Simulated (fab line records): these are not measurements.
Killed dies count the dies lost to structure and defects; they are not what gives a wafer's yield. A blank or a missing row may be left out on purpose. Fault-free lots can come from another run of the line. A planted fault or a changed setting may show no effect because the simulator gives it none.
fab line records + flow n5-finfet
record
- lots=3
- wafers=9
- last-day=17
route steps=1938 shown HKMG_FIN@436 GATE_CUT@465 BEOL_M4@1111 PASSIVATION@1936
lots with no fault: from the same line, run without faults
start-h: hours from the record's first day to the start of the lot's first wafer shown + wait-h: hours since the lot's step before + " repeats the value in the row above + L1.1+2: a row that stands for several wafers + - no value present, or no start provided + * or withheld: withheld + < > ~ a bound
route shown NAME@n: NAME is a module with steps in the file, n the number in the route of the first one + usual: mean/standard deviation taken from wafers without a fault + same: alike in all rows + chamber/n: place in a boat + sites: each site's reading + _std_site: standard deviation of those values + _edge_site: outer sites' mean less inner sites' + radius-mm: how far each site lies from the wafer's centre + mask NAME#n: copy n + behind: tool/chamber where the wafer was last shaped + hold: cause of the lot's hold/its duration in hours/its outcome + device: the n, p or np transistor that did not switch + end of line: tests of these same wafers at the route's end + a step without rows: its recipe alone + killed: not the wafer's yield, but the dies lost to structure and defects at the first sort + map: per-die view of a wafer (x killed, . not killed, _ where there is no die)
set.NAME: the run value of the setting; set.NAME@STEP: its run value at that earlier step + model.NAME: the simulator's own value behind a step, which no gauge read
a table for each step, a row for each wafer; lots at some steps of the route
services: when a tool's chamber went out of use (start-h, in hours from the record's first day, below 0 if earlier), for how many hours, and the reason
## steps
# step N5_HKMG_FIN_STRIP_33
# recipe
- chemistry=N2/H2
- temp-c=40
- n2-flow-sccm=200
- h2-flow-sccm=200
- rf-frequency-hz=6e+07
# step N5_HKMG_FIN_STRIP_34
# recipe
- chemistry=CF4
- resist=SiARC
- power-w=300
- bias-power-w=75
- pressure-mtorr=50
- cf4-flow-sccm=150
- rf-frequency-hz=6e+07
# step N5_HKMG_FIN_ETCH_35
# recipe
- chemistry=N2/H2
- target=SOC
- target-depth-a=2158
- ion-energy-ev=65
- bias-w=5
- source-w=3000
- time-s=243.4
- pressure-mtorr=30
- n2-flow-sccm=200
- h2-flow-sccm=200
# step N5_HKMG_FIN_STRIP_92
# recipe
- chemistry=N2/H2
- material=SOC
- time-s=20
- power-w=500
- temp-c=40
- pressure-mtorr=50
- rf-frequency-hz=6e+07
- bias-power-w=8
- h2-frac=0.5
- n2-flow-sccm=300
- h2-flow-sccm=300
# step N5_HKMG_FIN_WET_ETCH_18
# recipe
- chemistry=SC1
- target=TiN
- mix=1:1:5
- temp-c=*
- time-s=55
- target-depth-nm=5.2
- dry=ipa-marangoni
- rinse-time-s=30
- rinse-temp-c=23
# step N5_HKMG_FIN_STRIP_19
# recipe
- chemistry=N2/H2
- power-w=2500
- temp-c=300
- h2-frac=0.65
- time-s=360
- pressure-mtorr=withheld
- n2-flow-sccm=1750
- h2-flow-sccm=3250
# step N5_HKMG_FIN_ALD_91
# recipe
- material=TiN
- target-thk-a=10
- temp-c=400
- ald-precursor-family=TiCl4
- ald-co-reactant=NH3
- pulse-time-s=1
- purge-time-s=3
- co-reactant-purge-time-s=2
- co-reactant-pulse-time-s=2
- ald-cycles=47
- pressure-torr=3
# step N5_HKMG_FIN_COAT_85
# recipe
- resist=SOC
- temp-c=250
- time-s=60
- spin-rpm=1500
- resist-thk-nm=300
# step N5_HKMG_FIN_ETCH_86
# recipe
- chemistry=N2/H2
- target=SOC
- target-depth-a=3932
- stop-on=TiN
- ion-energy-ev=100
- bias-w=61
- pressure-mtorr=30
- source-w=850
- n2-flow-sccm=200
- h2-flow-sccm=200
# step N5_HKMG_FIN_STRIP_89
# recipe
- chemistry=N2/H2
- material=SOC
- time-s=20
- power-w=500
- temp-c=40
- pressure-mtorr=50
- rf-frequency-hz=6e+07
- bias-power-w=8
- h2-frac=0.5
- n2-flow-sccm=300
- h2-flow-sccm=300
# step N5_HKMG_FIN_WET_ETCH_87
# recipe
- chemistry=SC1
- target=TiN
- mix=1:2:40
- temp-c=50
- time-s=154.2
- target-depth-nm=4.7
- dry=ipa-marangoni
- rinse-time-s=30
- rinse-temp-c=23
# step N5_HKMG_FIN_STRIP_88
# recipe
- chemistry=N2/H2
- power-w=2500
- temp-c=300
- h2-frac=0.65
- time-s=360
- pressure-mtorr=withheld
- n2-flow-sccm=1750
- h2-flow-sccm=3250
# step N5_HKMG_FIN_NWFM_ALD_20
# recipe
- material=TiAlC
- target-thk-a=20
- temp-c=300
- ald-precursor-family=TiCl4
- ald-co-reactant=TEA
- pulse-time-s=3
- purge-time-s=2
- co-reactant-purge-time-s=2
- co-reactant-pulse-time-s=10
- ald-cycles=7
- pressure-torr=3
# usual
- ald-cycles=7/0
- heater-power-w=492/45
- precursor-pulse-height-rel=1.001/0.02
| lot.wafer | tool         | chamber | start-h | wait-h | ald-cycles | heater-power-w | precursor-pulse-height-rel |
|-----------|--------------|---------|---------|--------|------------|----------------|----------------------------|
| L461.4    | ald-metal-01 | 0       | 123.13  | 0.1    | 7          | 459            | 1.008                      |
| L461.5    | "            | 2       | "       | "      | 7          | 472            | 1.017                      |
| L461.6    | "            | 3       | "       | "      | 6          | 472            | 1.013                      |
| L471.3    | ald-metal-03 | 2       | 181.83  | 0.1    | 7          | 488            | 1.009                      |
| L471.4    | "            | 3       | "       | "      | 7          | 536            | 0.990                      |
| L471.6    | "            | 0       | "       | "      | 7          | 610            | 1.055                      |
| L475.4    | ald-metal-01 | 0       | 203.20  | 0.1    | 7          | 469            | 0.961                      |
| L475.5    | "            | 0       | "       | "      | 7          | 466            | 1.012                      |
| L475.6    | "            | 1       | "       | "      | 7          | 482            | 1.013                      |
# step N5_HKMG_FIN_ALD_71
# recipe
- material=TiN
- target-thk-a=10
- temp-c=400
- ald-precursor-family=TiCl4
- ald-co-reactant=NH3
- pulse-time-s=1
- purge-time-s=3
- co-reactant-purge-time-s=2
- co-reactant-pulse-time-s=2
- ald-cycles=47
- pressure-torr=3
# step N5_HKMG_FIN_COAT_66
# recipe
- resist=SOC
- temp-c=250
- time-s=60
- spin-rpm=1500
- resist-thk-nm=300
# step N5_HKMG_FIN_ETCH_67
# recipe
- chemistry=N2/H2
- target=SOC
- target-depth-a=3889
- stop-on=TiN
- ion-energy-ev=100
- bias-w=61
- pressure-mtorr=30
- source-w=850
- n2-flow-sccm=200
- h2-flow-sccm=200
# step N5_HKMG_FIN_STRIP_90
# recipe
- chemistry=N2/H2
- material=SOC
- time-s=20
- power-w=500
- temp-c=40
- pressure-mtorr=50
- rf-frequency-hz=6e+07
- bias-power-w=8
- h2-frac=0.5
- n2-flow-sccm=300
- h2-flow-sccm=300
# step N5_HKMG_FIN_WET_ETCH_73
# recipe
- chemistry=SC1
- mix=1:2:40
- temp-c=50
- time-s=42.3
- target-depth-nm=1.3
- dry=ipa-marangoni
- rinse-time-s=30
- rinse-temp-c=23
# step N5_HKMG_FIN_ETCHBACK_68
# recipe
- chemistry=Cl2/Ar
- stop-on=HfO2
- target-depth-a=5
- pressure-mtorr=10
- icp-w=600
- bias-w=60
- Cl2_flow_sccm=40
- Ar_flow_sccm=60
# step N5_HKMG_FIN_STRIP_69
# recipe
- chemistry=N2/H2
- power-w=2500
- temp-c=300
- h2-frac=0.65
- time-s=360
- pressure-mtorr=withheld
- n2-flow-sccm=1750
- h2-flow-sccm=3250
# step N5_HKMG_FIN_ALD_21
# recipe
- material=TiN
- target-thk-a=15
- temp-c=400
- ald-precursor-family=TiCl4
- ald-co-reactant=NH3
- pulse-time-s=1
- purge-time-s=3
- co-reactant-purge-time-s=2
- co-reactant-pulse-time-s=2
- ald-cycles=68
- pressure-torr=3
# step N5_HKMG_FIN_ALD_72
# recipe
- material=W
- target-thk-a=20
- temp-c=300
- pressure-torr=7.5
- ald-precursor-family=WF6
- ald-co-reactant=B2H6
- pulse-time-s=1
- purge-time-s=2
- co-reactant-purge-time-s=2
- co-reactant-pulse-time-s=3
- ald-cycles=7
# step N5_HKMG_FIN_W_FILL_22
# recipe
- material=W
- target-thk-a=600
- temp-c=400
- pressure-torr=39.4
- time-s=18.2
# step N5_HKMG_FIN_PRECLEAN_83
# recipe
- chemistry=DIW
- time-s=57.5
- temp-c=23
# step N5_HKMG_FIN_SRD_84
# recipe
- dry-time-s=32
- dry=n2-spin
- spin-rpm=1500
# step N5_HKMG_FIN_CMP_23
# recipe
- stop-on=SiNx
- t-overpolish-s=10
- post-cmp-clean=rinse-only
- down-force-psi=4
- platen-rpm=50.289
- pad-velocity-m-s=1.0006
- target-thk-nm=46.326
# step N5_HKMG_FIN_CMP_94
# recipe
- stop-on=SiNx
- post-cmp-clean=w-dilute-nh4oh
- t-overpolish-s=4.7
- down-force-psi=4
- platen-rpm=50.289
- pad-velocity-m-s=1.0006
- target-thk-nm=43.299
# step N5_GATE_CUT_ETCHBACK_00
# recipe
- chemistry=SF6/Cl2
- target=W
- pressure-mtorr=8
- icp-w=900
- bias-w=80
- SF6_flow_sccm=40
- Cl2_flow_sccm=60
# step N5_GATE_CUT_ETCH_56
# recipe
- chemistry=Cl2/Ar
- target=TiN
- target-depth-a=216
- pressure-mtorr=10
- icp-w=600
- bias-w=60
- Cl2_flow_sccm=40
- Ar_flow_sccm=60
# step N5_GATE_CUT_ETCHBACK_30
# recipe
- chemistry=Cl2/Ar
- target=TiN
- target-depth-a=30
- mode=isotropic
- pressure-mtorr=10
- icp-w=600
- bias-w=60
- Cl2_flow_sccm=40
- Ar_flow_sccm=60
# step N5_GATE_CUT_VAPOR_ETCH_60
# recipe
- chemistry=BCl3/Cl2
- target=HfO2
- mode=isotropic
# step N5_GATE_CUT_ETCH_58
# recipe
- chemistry=CH3F/O2
- target=SiNx
- target-depth-a=170
- time-s=128.6
- ion-energy-ev=50
- pressure-mtorr=30
- source-w=415
- bias-w=21
- Ar_flow_sccm=150
- CH3F_flow_sccm=30
- O2_flow_sccm=20
# step N5_GATE_CUT_STRIP_59
# recipe
- chemistry=N2/H2
- time-s=20
- power-w=100
- temp-c=40
- pressure-mtorr=100
- rf-frequency-hz=6e+07
- bias-power-w=3
- n2-flow-sccm=300
- h2-flow-sccm=300
# step N5_GATE_CUT_PRECLEAN_31
# recipe
- temp-c=23
- chemistry=DIW
- time-s=300
# step N5_GATE_CUT_SRD_32
# recipe
- time-s=30
- temp-c=23
- rinse-liquid=diw
- dry=ipa-marangoni
# step N5_GATE_CUT_SAC_CAP_01
# recipe
- material=SiNx
- target-thk-a=240
- temp-c=400
- ald-precursor-family=SiH2I2
- ald-co-reactant=N2/H2-plasma
- pulse-time-s=1
- ald-cycles=480
- purge-time-s=2
- co-reactant-purge-time-s=2
- pressure-torr=2
# step N5_GATE_CUT_PECVD_57
# recipe
- material=SiNx
- target-thk-a=210
- temp-c=400
- precursor=SiH4/NH3/N2
- pressure-torr=1.5
- rf-w=300
# step N5_GATE_CUT_CMP_02
# recipe
- stop-on=SiO2
- t-overpolish-s=12.7
- post-cmp-clean=alkaline-brush
- down-force-psi=2.5
- platen-rpm=51.8
- pad-velocity-m-s=1.0307
- target-thk-nm=0
# step N5_GATE_CUT_HM_DEP_46
# recipe
- material=SiO2
- target-thk-a=1300
- temp-c=400
- precursor=TEOS/O2
- pressure-torr=6.5
- rf-w=900
- teos-flow-sccm=161.4
- gas=O2
- flow-sccm=2650
- time-s=26.6
# step N5_BEOL_M4_RC_MEAS_101
# usual
- DIBL_N=37.2/1.8
- DIBL_P=37.5/2.5
- IOFF_N=0.17/0.038
- IOFF_N_85C=3.4/0.61
- IOFF_N_LIN=0.080/0.014
- IOFF_N_LONG=5.54e-05/2.3e-06
- IOFF_P=0.24/0.046
- ION_N=681/13
- ION_P=469/8.5
- SS_N=71.7/0.6
- SS_P=73.6/0.69
- VT_N=249/3.4
- VT_N_LONG=274.8/1.7
- VT_N_LVT=98/3.4
- VT_P=-248/3.6
| lot.wafer | tool      | chamber | start-h | wait-h | DIBL_N[mV/V] | DIBL_P[mV/V] | IOFF_N[nA/um] | IOFF_N_85C[nA/um] | IOFF_N_LIN[nA/um] | IOFF_N_LONG[nA/um] | IOFF_P[nA/um] | ION_N[uA/um] | ION_P[uA/um] | SS_N[mV/dec] | SS_P[mV/dec] | VT_N[mV] | VT_N_LONG[mV] | VT_N_LVT[mV] | VT_P[mV] |
|-----------|-----------|---------|---------|--------|--------------|--------------|---------------|-------------------|-------------------|--------------------|---------------|--------------|--------------|--------------|--------------|----------|---------------|--------------|----------|
| L461.4    | prober-01 | 0       | 207.64  | 0.5    | 37.6         | 34.8         | 0.15          | 3.1               | 0.073             | 5.37e-05           | 0.19          | 679          | 463          | 71.4         | 73.5         | 251      | 275.7         | 101          | -252     |
| L461.5    | "         | 0       | "       | "      | 38.0         | 36.3         | 0.17          | 3.4               | 0.081             | 5.37e-05           | 0.21          | 686          | 466          | 71.4         | 73.5         | 245      | 274.0         | 98           | -249     |
| L461.6    | "         | 0       | "       | "      | 37.1         | 34.4         | 0.06          | 1.5               | 0.031             | 3.43e-05           | 0.22          | 628          | 471          | 71.6         | 73.3         | 274      | 296.8         | 125          | -246     |
| L471.3    | prober-01 | 0       | 269.76  | 0.3    | 38.1         | 40.6         | 0.22          | 4.0               | 0.096             | 5.4e-05            | 0.29          | 688          | 474          | 71.6         | 75.0         | 245      | 276.3         | 94           | -245     |
| L471.4    | "         | 0       | "       | "      | 36.3         | 37.7         | 0.16          | 3.1               | 0.075             | 5.42e-05           | 0.22          | 678          | 466          | 71.5         | 73.3         | 252      | 276.0         | 100          | -251     |
| L471.6    | "         | 0       | "       | "      | 35.1         | 36.9         | 0.14          | 2.9               | 0.067             | 5.49e-05           | 0.21          | 657          | 459          | 70.9         | 72.9         | 254      | 276.6         | 102          | -250     |
| L475.4    | prober-02 | 0       | 291.95  | 0.5    | 34.3         | 35.6         | 0.15          | 2.9               | 0.071             | 5.85e-05           | 0.21          | 675          | 470          | 70.9         | 73.1         | 247      | 274.7         | 97           | -247     |
| L475.5    | "         | 0       | "       | "      | 38.4         | 40.6         | 0.22          | 4.0               | 0.097             | 5.95e-05           | 0.29          | 693          | 477          | 73.0         | 74.5         | 245      | 274.5         | 93           | -245     |
| L475.6    | "         | 0       | "       | "      | 36.8         | 38.6         | 0.19          | 3.6               | 0.089             | 5.92e-05           | 0.25          | 695          | 476          | 71.5         | 73.6         | 243      | 271.7         | 92           | -244     |
# step N5_PASSIVATION_PROBE_49
# usual
- defect-limited-yield=91.2/1.4
- killed_at_M0_to_M3=32/10
- killed_at_M4_up=14/6.2
- killed-at-contacts=12/6.3
- killed-at-front-end=42/13
- killed-at-other=4/3.4
- killed-dies=104/17
- killed-open=67/12
- killed-short=34/8.1
- sort_bin_5_function=5.2/0.93
- sort_bin_6_memory=3.2/0.65
- sort_bin_8_speed=0.00/0.017
- sort-n-pass=1075/16
- sort-yield-pct=91.1/1.4
# same
- gross-dies=1180
- killed-at-back-side=0
- sort_bin_4_leakage[%]=0
| lot.wafer | tool      | chamber | start-h | wait-h | defect-limited-yield[%] | killed_at_M0_to_M3 | killed_at_M4_up | killed-at-contacts | killed-at-front-end | killed-at-other | killed-dies | killed-open | killed-short | sort_bin_5_function[%] | sort_bin_6_memory[%] | sort_bin_8_speed[%] | sort-n-pass | sort-yield-pct[%] |
|-----------|-----------|---------|---------|--------|-------------------------|--------------------|-----------------|--------------------|---------------------|-----------------|-------------|-------------|--------------|------------------------|----------------------|---------------------|-------------|-------------------|
| L461.4    | prober-01 | -       | 306.08  | 0.2    | 93.7                    | 21                 | 17              | 5                  | 31                  | 0               | 74          | 49          | 24           | 3.3                    | 2.9                  | 0                   | 1106        | 93.7              |
| L461.5    | prober-01 | -       | 306.13  | 0.2    | 92.2                    | 29                 | 11              | 10                 | 40                  | 2               | 92          | 60          | 29           | 4.7                    | 2.8                  | 0                   | 1088        | 92.2              |
| L461.6    | prober-01 | -       | 306.18  | 0.3    | 93.1                    | 26                 | 7               | 11                 | 35                  | 2               | 81          | 52          | 23           | 4.0                    | 2.4                  | 24.15               | 814         | 69.0              |
| L471.3    | prober-01 | -       | 367.64  | 0.1    | 90.3                    | 35                 | 22              | 9                  | 47                  | 2               | 115         | 76          | 37           | 5.9                    | 3.1                  | 0                   | 1065        | 90.3              |
| L471.4    | prober-01 | -       | 367.69  | 0.2    | 89.0                    | 32                 | 11              | 19                 | 55                  | 13              | 130         | 81          | 48           | 5.7                    | 4.6                  | 0                   | 1050        | 89.0              |
| L471.6    | prober-01 | -       | 367.79  | 0.3    | 91.2                    | 27                 | 31              | 6                  | 39                  | 1               | 104         | 69          | 34           | 5.3                    | 3.2                  | 0                   | 1076        | 91.2              |
| L475.4    | prober-02 | -       | 400.56  | 0.2    | 89.9                    | 31                 | 22              | 10                 | 49                  | 7               | 119         | 70          | 49           | 5.8                    | 3.6                  | 0                   | 1061        | 89.9              |
| L475.5    | prober-02 | -       | 400.61  | 0.2    | 89.5                    | 34                 | 18              | 8                  | 60                  | 4               | 124         | 72          | 51           | 6.4                    | 3.8                  | 0                   | 1056        | 89.5              |
| L475.6    | prober-02 | -       | 400.66  | 0.3    | 91.9                    | 38                 | 18              | 8                  | 28                  | 4               | 96          | 65          | 31           | 4.4                    | 3.6                  | 0                   | 1084        | 91.9              |
# killed by level:class
L461.4 BEOL_M2:geometric-particle:open=12 FIN_SAQP:geometric-particle:open=8 FIN_SAQP:geometric-particle:short=5 GATE_CUT:geometric-particle:short=5 BEOL_M4:geometric-particle:open=5 BEOL_M5:geometric-particle:open=4 STI_FIN_REVEAL:geometric-particle:open=3 GATE_CUT:geometric-particle:open=3
L461.5 FIN_SAQP:geometric-particle:open=17 MOL_CONTACT_COAG:geometric-particle:open=8 BEOL_M1:geometric-particle:open=7 GATE_CUT:geometric-particle:short=6 BEOL_M3:geometric-particle:open=6 BEOL_M2:geometric-particle:short=5 FIN_SAQP:geometric-particle:short=4 STI_FIN_REVEAL:geometric-particle:open=4
L461.6 FIN_SAQP:geometric-particle:open=10 MOL_CONTACT_COAG:geometric-particle:open=10 BEOL_M2:geometric-particle:open=6 BEOL_M2:geometric-particle:short=5 BEOL_M0_SAQP:geometric-particle:open=4 BEOL_M0_SAQP:geometric-particle:short=4 BEOL_M1:geometric-particle:open=4 STARTING-WAFER:geometric-particle:short=4
L471.3 GATE_CUT:geometric-particle:short=8 BEOL_M0_SAQP:geometric-particle:short=8 FIN_SAQP:geometric-particle:open=7 MOL_CONTACT_COAG:geometric-particle:open=7 BEOL_M0_SAQP:geometric-particle:open=7 BEOL_M0:geometric-particle:open=6 STI_FIN_REVEAL:geometric-particle:open=5 SPACER0:geometric-particle:open=5
L471.4 MOL_CONTACT_COAG:geometric-particle:open=16 BEOL_M1:geometric-particle:open=11 DUMMY_GATE:geometric-particle:open=7 FIN_SAQP:geometric-particle:short=6 STI_FIN_REVEAL:geometric-particle:open=6 BEOL_M0_SAQP:geometric-particle:open=6 GATE_CUT:geometric-particle:open=5 FIN_SAQP:geometric-particle:open=4
L471.6 BEOL_M4:geometric-particle:open=15 BEOL_M0_SAQP:geometric-particle:open=9 BEOL_M0_SAQP:geometric-particle:short=9 BEOL_M4:geometric-particle:short=6 DUMMY_GATE:geometric-particle:open=6 MOL_CONTACT_COAG:geometric-particle:open=6 FIN_SAQP:geometric-particle:open=5 BEOL_M2:geometric-particle:open=5
L475.4 STI_FIN_REVEAL:geometric-particle:open=15 BEOL_M2:geometric-particle:open=14 FIN_SAQP:geometric-particle:open=10 BEOL_M4:geometric-particle:open=8 FIN_SAQP:geometric-particle:short=7 BEOL_M0_SAQP:geometric-particle:short=7 MOL_CONTACT_COAG:geometric-particle:open=6 STI_FIN_REVEAL:geometric-particle:short=4
L475.5 FIN_SAQP:geometric-particle:open=22 FIN_SAQP:geometric-particle:short=14 BEOL_M0_SAQP:geometric-particle:short=8 BEOL_M2:geometric-particle:open=7 BEOL_M3:geometric-particle:open=7 BEOL_M4:geometric-particle:open=7 BEOL_M0_SAQP:geometric-particle:open=6 STI_FIN_REVEAL:geometric-particle:open=5
L475.6 BEOL_M2:geometric-particle:open=17 BEOL_M0_SAQP:geometric-particle:open=7 STI_FIN_REVEAL:geometric-particle:open=6 BEOL_M4:geometric-particle:open=6 MOL_CONTACT_COAG:geometric-particle:open=5 FIN_SAQP:geometric-particle:short=4 BEOL_M2:geometric-particle:short=4 FIN_SAQP:geometric-particle:open=3
# map L461.5 (x killed, . not)
_________________............________________
______________...x.......x......_____________
___________..............x.........__________
__________.........................._________
________...x.........x....x..x........_______
_______.........x..x....x.x............______
______.....x.........................x.._____
_____...x..x...................x..x...x..____
____..x.x.....x.........x.....x...........___
___.....x.................................x__
___x.....x..........x.............x........__
__..x.......x.........................x....._
__...x....x...........x........x...........x_
_.x.....................x....................
_x........xx..........x.............x........
_.....xx..x.................x................
_...........x..x.......x...x...............x.
_.................x..........................
_.................x.x.x......xx........x.....
_............................................
_..................x.........................
__...x.....................x....x....x......_
__................x..x..xx.......x.........._
___........................x...............__
___........................................__
____...x.........................x........___
_____..............x.....................____
______x.x.........x......x..x......x...._____
_______.....................x......x.x.______
________.......x......................_______
__________.....x.x.x..x............._________
___________.x........x.............__________
______________.................x_____________
_________________..x.........________________
# map L475.5 (x killed, . not)
_________________...........x________________
______________...x..........x..._____________
___________....x....x....x...xx....__________
__________.............x............_________
________................x...x........x_______
_______..........x.xx...x..............______
______x..xx..xx.............x.x....x...._____
_____................xx..................____
____...................................x..___
___.........x.....xxx................xx....__
___.x.............x..........x.............__
__.........x.x...............x.............._
__.x..............x......xx................._
_x...........x..xx........x..........x.......
_....xx......................................
_.............x..............x..x...........x
_........x..x...x.........x..................
_.....x..........x.x............x........x...
_......x....xx..x............................
_..................x.....x..........x.....x..
_..x....x.x........................x...x.....
__xx.....x...................x.............._
__................................x....x...x_
___.....................x......x....x......__
___........................x.....x........x__
____x...........x............x.....x..x...___
_____...x......x.....x...xx..x...........____
______........x.......x.....x..........._____
_______.xxx..........x.xx.x.x.....x....______
________..........xx...x.x............_______
__________........x................._________
___________............x..........x__________
______________...x....x........._____________
_________________......x...x.________________
## services
| tool         | chamber | start-h | hours | kind   |
|--------------|---------|---------|-------|--------|
| ald-metal-03 | 0       | 127.49  | 7.0   | repair |
## key
first-sign
- step=N5_HKMG_FIN_NWFM_ALD_20
- reading=ald-cycles
- direction=down
- sigmas=99+
- usual=*
- struck=*
effect
- step=N5_BEOL_M4_RC_MEAS_101
- reading=VT_N_LONG
- direction=up
- sigmas=13
- usual=274.8
- struck=296.8
effect
- step=N5_BEOL_M4_RC_MEAS_101
- reading=IOFF_N_LONG
- direction=down
- sigmas=9.2
- usual=5.54e-05
- struck=3.43e-05
effect
- step=N5_BEOL_M4_RC_MEAS_101
- reading=VT_N_LVT
- direction=up
- sigmas=7.7
- usual=98
- struck=125
effect
- step=N5_BEOL_M4_RC_MEAS_101
- reading=VT_N
- direction=up
- sigmas=7.4
- usual=249
- struck=274
effect
- step=N5_BEOL_M4_RC_MEAS_101
- reading=ION_N
- direction=down
- sigmas=4.2
- usual=681
- struck=628
effect
- step=N5_BEOL_M4_RC_MEAS_101
- reading=IOFF_N_LIN
- direction=down
- sigmas=3.4
- usual=0.080
- struck=0.031
effect
- step=N5_BEOL_M4_RC_MEAS_101
- reading=IOFF_N_85C
- direction=down
- sigmas=3.1
- usual=3.4
- struck=1.5
effect
- step=N5_PASSIVATION_PROBE_49
- reading=sort_bin_8_speed
- direction=up
- sigmas=99+
- usual=0.00
- struck=24.15
met-at N5_HKMG_FIN_NWFM_ALD_20
struck-wafers L461.6
fault
- kind=process-parameter-drift
- tool=ald-metal-01
- chamber=3
- onset-h=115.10
- steps=N5_HKMG_FIN_NWFM_ALD_20
- channel=ald-cycles
- offset=*
- shape=step
- end-h=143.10
- acts-in=*
- stated=*
